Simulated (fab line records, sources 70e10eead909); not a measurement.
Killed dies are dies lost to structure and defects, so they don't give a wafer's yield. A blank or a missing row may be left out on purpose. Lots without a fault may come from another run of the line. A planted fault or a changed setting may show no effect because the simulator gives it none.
Which tool did it? | flow nand_harc | 14 lots, 42 wafers sampled, at 4 steps of a route of 1302

WHAT THE GAUGES READ, wafer by wafer
The record holds no reading of a measuring or inspecting step that can be judged against a usual standard deviation.

WHICH TOOL RAN EACH LOT (tool, then ch and the chambers of the sampled wafers, then the start)
lot  | NHARC_A_CHANNEL_FILL_D1_ETCHBACK_19 | NHARC_A_CHANNEL_FILL_D1_ALD_25   | NHARC_A_CHANNEL_FILL_D1_ETCHBACK_08           | NHARC_A_CHANNEL_FILL_D1_CMP_10
L524 | rie_si-02 ch 0,1, day 10 06:45      | ald_hk-04 ch 1,2, day 10 19:22   | rie_diel-06 ch 0,1,3, day 11 06:01 or earlier | cmp-03 ch 0,1, day 11 06:01
L525 | rie_si-04 ch 1,2, day 10 06:45      | ald_hk-02 ch 1,2,3, day 10 22:04 | rie_diel-05 ch 1,3, day 11 08:50 or earlier   | cmp-03 ch 1,2, day 11 08:50
L526 | rie_si-02 ch 0,2,3, day 10 21:38    | ald_hk-02 ch 0,1,2, day 11 09:33 | rie_diel-06 ch 0,1,3, day 11 21:02 or earlier | cmp-04 ch 0,1,2, day 11 21:02
L529 | rie_si-06 ch 0,1,3, day 11 22:26    | ald_hk-03 ch 0,1,2, day 12 12:48 | rie_diel-06 ch 2,3, day 12 22:19 or earlier   | cmp-04 ch 0,3, day 12 22:19
L531 | rie_si-06 ch 0,1,2, day 12 16:46    | ald_hk-03 ch 1,2,3, day 13 04:56 | rie_diel-06 ch 0,3, day 13 16:19 or earlier   | cmp-03 ch 1,2, day 13 16:19
L530 | rie_si-04 ch 1,2,3, day 12 16:46    | ald_hk-02 ch 1,2,3, day 13 04:56 | rie_diel-01 ch 0,1,3, day 13 16:19 or earlier | cmp-04 ch 0,1,3, day 13 16:19
L532 | rie_si-04 ch 0,3, day 13 06:04      | ald_hk-03 ch 0,1,3, day 13 21:23 | rie_diel-01 ch 0,1,2, day 14 07:33 or earlier | cmp-03 ch 1,2,3, day 14 07:33
L538 | rie_si-06 ch 1,2, day 15 11:58      | ald_hk-03 ch 2,3, day 16 00:23   | rie_diel-06 ch 1,2, day 16 11:09 or earlier   | cmp-03 ch 1,2,3, day 16 11:09
L539 | rie_si-06 ch 0,1,2, day 16 07:43    | ald_hk-03 ch 2,3, day 16 19:53   | rie_diel-06 ch 0,2, day 17 07:15 or earlier   | cmp-03 ch 0,1,2, day 17 07:15
L542 | rie_si-04 ch 2,3, day 17 03:37      | ald_hk-02 ch 1,2,3, day 17 18:49 | rie_diel-06 ch 0,2, day 18 05:28 or earlier   | cmp-03 ch 1,2,3, day 18 05:28
L543 | rie_si-02 ch 0,1,3, day 17 14:53    | ald_hk-03 ch 1,2, day 18 03:31   | rie_diel-01 ch 0,1, day 18 14:16 or earlier   | cmp-04 ch 0,1,3, day 18 14:16
L544 | rie_si-06 ch 0,2,3, day 18 01:26    | ald_hk-03 ch 0,2,3, day 18 13:20 | rie_diel-06 ch 2,3, day 19 00:52 or earlier   | cmp-01 ch 0,1,2, day 19 00:52
L545 | rie_si-02 ch 1,2, day 18 14:11      | ald_hk-03 ch 1,3, day 19 02:58   | rie_diel-01 ch 1,2, day 19 13:43 or earlier   | cmp-03 ch 0,3, day 19 13:43
L546 | rie_si-04 ch 0,1,3, day 18 21:25    | ald_hk-04 ch 0,2,3, day 19 13:21 | rie_diel-01 ch 0,1,3, day 19 23:43 or earlier | cmp-04 ch 0,1,3, day 19 23:43
- NHARC_A_CHANNEL_FILL_D1_ETCHBACK_19: etches the open film in HBr/Cl2, target depth 5 nm, time 1.7 s.
- NHARC_A_CHANNEL_FILL_D1_ALD_25: deposits SiOx, target thk 60 nm, pulse time 10 s, ald cycles 600.
- NHARC_A_CHANNEL_FILL_D1_ETCHBACK_08: etches the open film in C4F8, target depth 220 nm, time 110 s.
- NHARC_A_CHANNEL_FILL_D1_CMP_10: polishes, target thk 150 nm.

WHAT THE TOOLS THEMSELVES READ (means of the sampled wafers that have a number; where no wafer has one, the mark that the record gives instead)
NHARC_A_CHANNEL_FILL_D1_ETCHBACK_19. Usual: drypump_motor_current_A 5.8 A, standard deviation 0.54; oes_product_au 0.998 a.u., standard deviation 0.009; throttle_valve_pct 26.405 %, standard deviation 0.0086.
lot  | tool      | drypump_motor_current_A (A) | oes_product_au (a.u.) | throttle_valve_pct (%) | flag
L524 | rie_si-02 | 6.5                         | 1.000                 | 26.407                 |
L525 | rie_si-04 | 6.2                         | 0.992                 | 26.401                 |
L526 | rie_si-02 | 6.0                         | 0.993                 | 26.407                 |
L529 | rie_si-06 | 5.5                         | 0.996                 | 26.405                 |
L531 | rie_si-06 | 5.7                         | 0.998                 | 26.404                 |
L530 | rie_si-04 | 5.8                         | 0.996                 | 26.399                 |
L532 | rie_si-04 | 5.1                         | 1.000                 | 26.402                 |
L538 | rie_si-06 | 5.8                         | 0.996                 | 26.397                 |
L539 | rie_si-06 | 5.7                         | 0.992                 | 26.409                 |
L542 | rie_si-04 | 5.6                         | 0.987                 | 26.410                 |
L543 | rie_si-02 | 6.4                         | 1.011                 | 26.411                 |
L544 | rie_si-06 | 5.6                         | 0.993                 | 26.401                 |
L545 | rie_si-02 | 5.7                         | 0.999                 | 26.405                 |
L546 | rie_si-04 | 5.4                         | 0.988                 | 26.399                 |

NHARC_A_CHANNEL_FILL_D1_ALD_25. Usual: heater_power_outer_w 248 W, standard deviation 26; heater_power_w 450 W, standard deviation 32; precursor_pulse_height_rel 1.000, standard deviation 0.017.
lot  | tool      | heater_power_outer_w (W) | heater_power_w (W) | precursor_pulse_height_rel | flag
L524 | ald_hk-04 | 261                      | 477                | 0.986                      |
L525 | ald_hk-02 | 243                      | 454                | 0.993                      |
L526 | ald_hk-02 | 243                      | 450                | 1.020                      |
L529 | ald_hk-03 | 258                      | 447                | 1.002                      |
L531 | ald_hk-03 | 254                      | 461                | 1.000                      |
L530 | ald_hk-02 | 249                      | 460                | 1.010                      |
L532 | ald_hk-03 | 246                      | 442                | 0.994                      |
L538 | ald_hk-03 | -                        | -                  | -                          | OFF
L539 | ald_hk-03 | -                        | -                  | -                          | OFF
L542 | ald_hk-02 | 244                      | 448                | 1.002                      |
L543 | ald_hk-03 | 247                      | 430                | 0.998                      |
L544 | ald_hk-03 | 230                      | 422                | 1.009                      |
L545 | ald_hk-03 | 245                      | 457                | 0.991                      |
L546 | ald_hk-04 | 256                      | 459                | 0.997                      |

NHARC_A_CHANNEL_FILL_D1_ETCHBACK_08. Usual: oes_product_au 0.95 a.u., standard deviation 0.036; rf_vpp_V 441 V, standard deviation 3.
lot  | tool        | oes_product_au (a.u.) | rf_vpp_V (V) | flag
L524 | rie_diel-06 | 0.96                  | 437          |
L525 | rie_diel-05 | 0.99                  | 441          |
L526 | rie_diel-06 | 0.92                  | 438          |
L529 | rie_diel-06 | 0.93                  | 438          |
L531 | rie_diel-06 | 0.92                  | 437          |
L530 | rie_diel-01 | 0.99                  | 443          |
L532 | rie_diel-01 | 0.98                  | 443          |
L538 | rie_diel-06 | 0.93                  | 439          |
L539 | rie_diel-06 | 0.93                  | 440          |
L542 | rie_diel-06 | 1.00                  | 439          |
L543 | rie_diel-01 | 0.91                  | 443          |
L544 | rie_diel-06 | 1.01                  | 438          |
L545 | rie_diel-01 | 0.92                  | 446          |
L546 | rie_diel-01 | 0.99                  | 441          |

NHARC_A_CHANNEL_FILL_D1_CMP_10. Usual: motor_current_A 11.9 A, standard deviation 0.98; retaining_ring_pressure_frac 1.000, standard deviation 0.0052; slurry_filter_dp_kPa 13.50 kPa, standard deviation 0.14; time_to_endpoint_s 15.3 s, standard deviation 2.7.
lot  | tool   | motor_current_A (A) | retaining_ring_pressure_frac | slurry_filter_dp_kPa (kPa) | time_to_endpoint_s (s) | flag
L524 | cmp-03 | 11.6                | 1.005                        | 13.43                      | 17.2                   |
L525 | cmp-03 | 11.5                | 0.995                        | 13.59                      | 13.6                   |
L526 | cmp-04 | 12.5                | 0.999                        | 13.54                      | 16.9                   |
L529 | cmp-04 | 11.5                | 0.995                        | 13.40                      | 13.8                   |
L531 | cmp-03 | 12.0                | 1.000                        | 13.41                      | 14.7                   |
L530 | cmp-04 | 11.9                | 0.999                        | 13.58                      | 10.5                   |
L532 | cmp-03 | 11.4                | 1.002                        | 13.40                      | 17.4                   |
L538 | cmp-03 | 11.1                | 1.000                        | 13.62                      | 15.9                   |
L539 | cmp-03 | 12.0                | 1.003                        | 13.40                      | 13.7                   |
L542 | cmp-03 | 11.0                | 0.996                        | 13.50                      | 13.9                   |
L543 | cmp-04 | 12.2                | 1.002                        | 13.46                      | 14.4                   |
L544 | cmp-01 | 12.2                | 1.002                        | 13.52                      | 15.8                   |
L545 | cmp-03 | 11.3                | 1.002                        | 13.56                      | 14.6                   |
L546 | cmp-04 | 12.1                | 0.995                        | 13.49                      | 13.9                   |

THE ANSWER, worked out from the rows above alone
Rule: a lot is off if the mean of its wafers that have a number lies more than 3 standard deviations from the usual mean. A lot without any number at a reading at which 4 lots or more have one is off too. The other lots that the step has rows for count as sound. The gauges are gone through in route order, then the tools' own readings, and for those a lot's mean is taken as printed above. The first step at which some lot is off is used, and at that step the reading that is off furthest; a lot without a number counts as furthest.
Off: L538, L539, at NHARC_A_CHANNEL_FILL_D1_ALD_25 (heater_power_outer_w). Without a number there: L538, L539.
A tool fits if, at that step or a process step before it, it ran every lot that is off, and no sound lot after the first of them. None of those tried fits.

WHAT THE SIMULATOR HAD PUT IN
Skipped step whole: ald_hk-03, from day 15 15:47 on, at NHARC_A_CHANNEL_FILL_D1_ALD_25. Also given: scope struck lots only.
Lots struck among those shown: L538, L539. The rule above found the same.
